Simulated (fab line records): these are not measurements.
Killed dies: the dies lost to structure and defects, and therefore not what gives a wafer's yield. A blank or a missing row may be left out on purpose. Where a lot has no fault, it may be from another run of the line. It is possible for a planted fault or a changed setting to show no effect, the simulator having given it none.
Matching of chambers :: flow nandHarc :: NHARC_P_GATE_STRIP_101 on rieDiel-08 has 4 sister chambers
The step strips in O2, time 20 s. 4 wafers are shown with their chamber, then 8 later ones without.

== WAFERS WITH THEIR CHAMBER ==
wafer: L082.2
chamber: 2
drypumpMotorCurrentA (A): 5.3

wafer: L084.1
chamber: 3
drypumpMotorCurrentA (A): 5.7

wafer: L084.4
chamber: 1
drypumpMotorCurrentA (A): 6.1

wafer: L091.1
chamber: 0
drypumpMotorCurrentA (A): 6.0

== WAFERS WHOSE CHAMBER IS MISSING ==
wafer: L091.5
drypumpMotorCurrentA (A): 5.7

wafer: L091.6
drypumpMotorCurrentA (A): 5.9

wafer: L092.1
drypumpMotorCurrentA (A): 5.7

wafer: L092.3
drypumpMotorCurrentA (A): 5.9

wafer: L092.4
drypumpMotorCurrentA (A): 6.1

wafer: L093.2
drypumpMotorCurrentA (A): 6.1

wafer: L093.3
drypumpMotorCurrentA (A): 5.9

wafer: L093.6
drypumpMotorCurrentA (A): 5.7

== CHAMBER TAKEN BY EACH ==
wafer: L091.5
from the rows above: 3
in truth: 3

wafer: L091.6
from the rows above: can't be placed: 0 or 1 or 3
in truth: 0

wafer: L092.1
from the rows above: 3
in truth: 3

wafer: L092.3
from the rows above: can't be placed: 0 or 1 or 3
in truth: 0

wafer: L092.4
from the rows above: can't be placed: 1 or 0
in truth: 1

wafer: L093.2
from the rows above: can't be placed: 1 or 0
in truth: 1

wafer: L093.3
from the rows above: can't be placed: 0 or 1 or 3
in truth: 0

wafer: L093.6
from the rows above: 3
in truth: 3
Placed correctly: 3 of 8. From these rows, 5 cannot be placed; in 5 the true chamber is one of the candidates. Number placed wrongly: 0.
How it was worked out, from the rows above alone: a wafer's distance from a chamber is the root of the sum, over the readings, of the square of ((its reading less the chamber's mean) divided by the reading's scatter). The wafer belongs to the nearest chamber; if the next one is less than 2 further off, it can't be placed. A chamber's mean is the mean of its shown wafers. The scatter (one wafer shown for each chamber): square how far every hidden wafer sits from the nearest shown wafer, average those squares and take the square root.
